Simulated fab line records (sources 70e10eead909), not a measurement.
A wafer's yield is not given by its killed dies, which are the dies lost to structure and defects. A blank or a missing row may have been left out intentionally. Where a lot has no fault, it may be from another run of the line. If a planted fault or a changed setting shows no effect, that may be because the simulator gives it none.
Which tool is to blame? | flow nand_harc | 72 wafers from 24 lots sampled at 6 of the route's 1302 steps

## WHAT EACH GAUGE READ, for each wafer
NHARC_A_ONON_D1_THK_MEAS_34: measures by ellipsometry. Usual: thk_nm at 201 nm, with a standard deviation of 3.1.
lot  | measured     | on            | thk_nm (nm) | flag
L074 | day 8 07:14  | film_metro-01 | 199 202 202 |
L075 | day 8 17:29  | film_metro-02 | 197 197 202 |
L076 | day 9 01:30  | film_metro-01 | 199 201 208 |
L078 | day 9 18:17  | film_metro-02 | 199 199 199 |
L077 | day 9 18:20  | film_metro-01 | 201 203 204 |
L079 | day 10 11:38 | film_metro-02 | 197 201 205 |
L080 | day 10 18:37 | film_metro-01 | 197 202 202 |
L081 | day 11 03:15 | film_metro-01 | 203 205 201 |
L082 | day 11 12:01 | film_metro-02 | 198 202 205 |
L083 | day 12 07:10 | film_metro-01 | 198 202 203 |
L084 | day 12 16:46 | film_metro-01 | 204 206 200 |
L085 | day 12 23:32 | film_metro-01 | 204 197 206 |
L086 | day 13 04:53 | film_metro-02 | 202 198 197 |
L087 | day 14 04:56 | film_metro-02 | 202 208 204 |
L088 | day 14 04:56 | film_metro-01 | 199 203 204 |
L089 | day 14 10:32 | film_metro-02 | 200 202 201 |
L090 | day 15 01:32 | film_metro-02 | 197 199 205 |
L091 | day 15 01:43 | film_metro-02 | 200 201 201 |
L092 | day 15 20:28 | film_metro-02 | 195 199 202 |
L093 | day 15 20:28 | film_metro-01 | 198 197 200 |
L094 | day 16 20:13 | film_metro-01 | 203 203 204 |
L095 | day 16 20:21 | film_metro-01 | 196 199 201 |
L096 | day 17 11:31 | film_metro-02 | 197 202 202 |
L097 | day 18 04:14 | film_metro-02 | 201 198 205 |

NHARC_A_CHANNEL_HOLE_D1_CD_MEAS_30. Usual: cd_nm at 90.7 nm, with a standard deviation of 1.9.
lot  | measured     | on        | cd_nm (nm)     | flag
L074 | day 8 16:58  | cd_sem-02 | 93.6 92.3 93.2 |
L075 | day 9 06:47  | cd_sem-02 | 93.5 94.0 92.0 |
L076 | day 9 17:04  | cd_sem-02 | 90.1 89.3 92.8 |
L078 | day 10 04:06 | cd_sem-01 | 88.3 91.1 95.1 |
L077 | day 10 06:22 | cd_sem-02 | 90.1 92.2 88.7 |
L079 | day 10 23:32 | cd_sem-03 | 90.3 91.7 88.1 |
L080 | day 11 04:34 | cd_sem-01 | 91.1 87.4 88.5 |
L081 | day 11 12:51 | cd_sem-02 | 88.9 94.3 89.1 |
L082 | day 12 02:45 | cd_sem-03 | 92.7 92.1 90.4 |
L083 | day 12 21:09 | cd_sem-01 | 92.1 94.4 88.5 |
L084 | day 13 03:29 | cd_sem-03 | 90.0 89.5 91.9 |
L085 | day 13 10:02 | cd_sem-03 | 88.1 90.4 87.7 |
L086 | day 13 14:33 | cd_sem-02 | 87.3 92.4 85.6 |
L087 | day 14 16:46 | cd_sem-02 | 91.0 94.1 92.7 |
L088 | day 14 18:07 | cd_sem-01 | 89.1 88.1 90.8 |
L089 | day 14 20:56 | cd_sem-03 | 94.0 91.0 89.4 |
L090 | day 15 11:11 | cd_sem-02 | 91.6 87.1 88.3 |
L091 | day 15 11:38 | cd_sem-02 | 92.1 90.5 91.6 |
L092 | day 16 13:53 | cd_sem-03 | 85.5 90.0 92.8 |
L093 | day 16 09:44 | cd_sem-02 | 87.2 90.4 93.9 |
L094 | day 17 09:19 | cd_sem-01 | 90.8 90.7 92.2 |
L095 | day 17 13:29 | cd_sem-01 | 90.3 91.9 88.2 |
L096 | day 17 23:56 | cd_sem-01 | 91.4 90.4 90.6 |
L097 | day 18 14:39 | cd_sem-01 | 88.7 89.3 92.4 |

NHARC_A_DECK1_JOINT_THK_MEAS_14: measures by ellipsometry. Usual: thk_nm at 50.8 nm, with a standard deviation of 1.8.
lot  | measured     | on            | thk_nm (nm)    | flag
L074 | day 11 03:53 | film_metro-01 | 52.2 47.3 50.7 |
L075 | day 11 18:32 | film_metro-01 | 53.0 53.2 53.3 |
L076 | day 12 08:11 | film_metro-01 | 50.6 51.5 50.7 |
L078 | day 12 14:40 | film_metro-02 | 49.9 54.0 53.1 |
L077 | day 13 01:38 | film_metro-02 | 49.9 51.2 50.2 |
L079 | day 13 11:00 | film_metro-01 | 52.4 56.2 50.2 |
L080 | day 13 17:53 | film_metro-01 | 52.5 50.6 52.7 |
L081 | day 13 23:23 | film_metro-02 | 49.9 51.9 50.3 |
L082 | day 14 14:20 | film_metro-01 | 48.5 50.4 50.8 |
L083 | day 15 13:21 | film_metro-02 | 52.6 53.0 51.5 |
L084 | day 15 13:21 | film_metro-01 | 48.4 47.2 50.0 |
L085 | day 16 00:07 | film_metro-01 | 51.6 50.6 50.9 |
L086 | day 16 00:07 | film_metro-02 | 50.5 50.7 52.3 |
L087 | day 17 06:56 | film_metro-02 | 51.9 51.8 47.8 |
L088 | day 17 06:56 | film_metro-02 | 50.1 49.6 48.9 |
L089 | day 17 06:59 | film_metro-01 | 50.8 50.2 50.8 |
L090 | day 17 23:04 | film_metro-01 | 51.5 49.7 52.7 |
L091 | day 17 23:04 | film_metro-02 | 48.5 50.5 47.6 |
L092 | day 19 03:03 | film_metro-02 | 52.1 49.4 53.2 |
L093 | day 19 03:04 | film_metro-01 | 49.1 51.4 49.4 |
L094 | day 19 21:35 | film_metro-01 | 50.1 51.1 51.8 |
L095 | day 20 00:14 | film_metro-02 | 46.9 51.0 50.5 |
L096 | day 20 12:49 | film_metro-02 | 50.6 50.6 49.7 |
L097 | day 21 01:14 | film_metro-01 | 50.6 52.3 53.1 |

NHARC_A_ONON_D2_THK_MEAS_11: measures by ellipsometry. Usual: thk_nm at 1001 nm, with a standard deviation of 7.3.
lot  | measured     | on            | thk_nm (nm)    | flag
L074 | day 12 08:11 | film_metro-01 | 996 995 993    |
L075 | day 12 20:43 | film_metro-01 | 993 994 993    |
L076 | day 13 08:58 | film_metro-02 | 1007 1006 1007 |
L078 | day 13 14:29 | film_metro-01 | 994 994 995    |
L077 | day 14 09:19 | film_metro-01 | 1002 1003 1003 |
L079 | day 14 18:15 | film_metro-02 | 1004 1003 1004 |
L080 | day 14 18:14 | film_metro-01 | 998 999 997    |
L081 | day 15 04:07 | film_metro-01 | 1015 1016 1015 |
L082 | day 15 15:34 | film_metro-02 | 1001 1000 1002 |
L083 | day 16 14:51 | film_metro-01 | 987 992 988    |
L084 | day 16 14:50 | film_metro-01 | 994 995 994    |
L085 | day 16 23:10 | film_metro-01 | 1016 1016 1017 |
L086 | day 16 23:01 | film_metro-01 | 1007 1006 1007 |
L087 | day 18 10:23 | film_metro-01 | 1005 1004 1005 |
L088 | day 18 10:10 | film_metro-01 | 997 998 999    |
L089 | day 18 10:02 | film_metro-02 | 997 996 996    |
L090 | day 19 05:05 | film_metro-01 | 1011 1011 1010 |
L091 | day 19 05:20 | film_metro-02 | 1008 1007 1007 |
L092 | day 20 09:05 | film_metro-01 | 1005 1007 1004 |
L093 | day 20 08:53 | film_metro-01 | 1002 1001 1002 |
L094 | day 20 21:38 | film_metro-01 | 1004 1002 1003 |
L095 | day 20 21:31 | film_metro-01 | 1004 1006 1006 |
L096 | day 21 14:46 | film_metro-01 | 987 988 990    |
L097 | day 22 05:12 | film_metro-01 | 998 995 995    |

NHARC_A_ONON_D2_THK_MEAS_14: measures by ellipsometry. Usual: thk_nm at 999 nm, with a standard deviation of 11.
lot  | measured     | on            | thk_nm (nm)    | flag
L074 | day 12 08:46 | film_metro-01 | 1006 1007 1007 |
L075 | day 12 21:17 | film_metro-01 | 995 996 996    |
L076 | day 13 09:31 | film_metro-01 | 1003 1004 1007 |
L078 | day 13 15:02 | film_metro-02 | 992 991 990    |
L077 | day 14 09:53 | film_metro-01 | 1016 1016 1015 |
L079 | day 14 18:49 | film_metro-02 | 998 996 998    |
L080 | day 14 18:49 | film_metro-01 | 992 994 994    |
L081 | day 15 04:40 | film_metro-01 | 979 978 980    |
L082 | day 15 16:08 | film_metro-02 | 1003 1002 1002 |
L083 | day 16 15:25 | film_metro-01 | 1010 1010 1012 |
L084 | day 16 15:25 | film_metro-01 | 1009 1008 1008 |
L085 | day 16 23:50 | film_metro-01 | 999 999 997    |
L086 | day 16 23:34 | film_metro-01 | 996 996 995    |
L087 | day 18 10:57 | film_metro-02 | 1020 1021 1020 |
L088 | day 18 10:44 | film_metro-01 | 988 987 989    |
L089 | day 18 10:36 | film_metro-02 | 1002 1001 1002 |
L090 | day 19 05:39 | film_metro-02 | 987 987 986    |
L091 | day 19 05:53 | film_metro-01 | 1001 999 998   |
L092 | day 20 09:39 | film_metro-01 | 1013 1014 1014 |
L093 | day 20 09:28 | film_metro-02 | 1016 1014 1015 |
L094 | day 20 22:13 | film_metro-01 | 991 990 991    |
L095 | day 20 22:05 | film_metro-02 | 988 988 990    |
L096 | day 21 15:20 | film_metro-02 | 987 988 989    |
L097 | day 22 05:46 | film_metro-02 | 987 986 988    |

## EACH LOT AND THE TOOL THAT RAN IT (in order: tool; ch and the chambers of the sampled wafers; start)
lot  | NHARC_A_CHANNEL_HOLE_D1_ETCH_20
L074 | har_etch-02 ch 0,1, day 8 11:29
L075 | har_etch-01 ch 0,1, day 9 01:22
L076 | har_etch-02 ch 1, day 9 11:41
L078 | har_etch-02 ch 0,1, day 9 22:37
L077 | har_etch-01 ch 0,1, day 10 00:56
L079 | har_etch-01 ch 0,1, day 10 17:52
L080 | har_etch-02 ch 0,1, day 10 23:10
L081 | har_etch-01 ch 0,1, day 11 07:32
L082 | har_etch-02 ch 1, day 11 17:24
L083 | har_etch-02 ch 0,1, day 12 15:49
L084 | har_etch-01 ch 1, day 12 22:04
L085 | har_etch-02 ch 1, day 13 04:38
L086 | har_etch-01 ch 0,1, day 13 09:10
L087 | har_etch-02 ch 0,1, day 14 11:27
L088 | har_etch-01 ch 0,1, day 14 12:40
L089 | har_etch-02 ch 1, day 14 15:31
L090 | har_etch-01 ch 0,1, day 15 05:47
L091 | har_etch-02 ch 0,1, day 15 06:17
L092 | har_etch-01 ch 0,1, day 16 08:33
L093 | har_etch-01 ch 0,1, day 16 04:25
L094 | har_etch-01 ch 0,1, day 17 04:01
L095 | har_etch-01 ch 0,1, day 17 08:07
L096 | har_etch-02 ch 0,1, day 17 18:37
L097 | har_etch-02 ch 0,1, day 18 09:18
- NHARC_A_CHANNEL_HOLE_D1_ETCH_20: etches the open film in C4F8/O2/Ar, time 361.9 s, target depth 1600 nm.

## WHAT THE TOOLS THEMSELVES READ (means of the sampled wafers that have a number; where no wafer has one, the mark that the record gives instead)
NHARC_A_CHANNEL_HOLE_D1_ETCH_20. Usual: drypump_motor_current_A 5.3 A, standard deviation 0.62; oes_air_line_au 1.004 a.u., standard deviation 0.021; showerhead_plenum_p_Torr 3.66 Torr, standard deviation 0.096; throttle_valve_pct 32.156 %, standard deviation 0.0094.
lot  | tool        | drypump_motor_current_A (A) | oes_air_line_au (a.u.) | showerhead_plenum_p_Torr (Torr) | throttle_valve_pct (%) | flag
L074 | har_etch-02 | 4.8                         | 1.013                  | 3.66                            | 32.148                 |
L075 | har_etch-01 | 5.8                         | 1.015                  | 3.68                            | 32.159                 |
L076 | har_etch-02 | 4.6                         | 1.026                  | 3.76                            | 32.162                 |
L078 | har_etch-02 | 4.8                         | 1.020                  | 3.70                            | 32.161                 |
L077 | har_etch-01 | 5.8                         | 0.987                  | 3.67                            | 32.161                 |
L079 | har_etch-01 | 5.8                         | 0.979                  | 3.67                            | 32.146                 |
L080 | har_etch-02 | 4.8                         | 0.993                  | 3.69                            | 32.158                 |
L081 | har_etch-01 | 6.0                         | 1.012                  | 3.62                            | 32.142                 |
L082 | har_etch-02 | 4.7                         | 1.010                  | 3.75                            | 32.157                 |
L083 | har_etch-02 | 4.8                         | 1.018                  | 3.69                            | 32.151                 |
L084 | har_etch-01 | 6.2                         | 1.006                  | 3.56                            | 32.157                 |
L085 | har_etch-02 | 4.7                         | 1.011                  | 3.73                            | 32.154                 |
L086 | har_etch-01 | 5.8                         | 0.995                  | 3.65                            | 32.151                 |
L087 | har_etch-02 | 4.8                         | 0.991                  | 3.61                            | 32.159                 |
L088 | har_etch-01 | 6.0                         | 1.013                  | 3.59                            | 32.156                 |
L089 | har_etch-02 | 4.7                         | 0.994                  | 3.72                            | 32.150                 |
L090 | har_etch-01 | 6.0                         | 0.990                  | 3.59                            | 32.163                 |
L091 | har_etch-02 | 4.7                         | 0.977                  | 3.67                            | 32.166                 |
L092 | har_etch-01 | 6.0                         | 0.985                  | 3.58                            | 32.153                 |
L093 | har_etch-01 | 5.8                         | 1.000                  | 3.63                            | 32.157                 |
L094 | har_etch-01 | 6.0                         | 0.989                  | 3.57                            | 32.157                 |
L095 | har_etch-01 | 6.0                         | 1.000                  | 3.57                            | 32.150                 |
L096 | har_etch-02 | 4.8                         | 1.008                  | 3.85                            | 32.148                 |
L097 | har_etch-02 | 4.7                         | 1.015                  | 3.78                            | 32.160                 |

## THE ANSWER, worked out from the rows above alone
Rule: take the mean of a lot's wafers that have a number; if it is more than 3 standard deviations from the usual mean, the lot is off. Also off: a lot with no number at a reading for which 4 or more lots have one. All remaining lots with rows at the step are treated as sound. After the gauges, taken in route order, come the tools' own readings; for these a lot's mean is taken, as printed above. The first step at which some lot is off is used, and at that step the reading that is off furthest; a lot without a number counts as furthest.
Across all readings shown, no lot is off: no conclusion can be drawn from this.

## WHAT THE SIMULATOR HAD INSERTED
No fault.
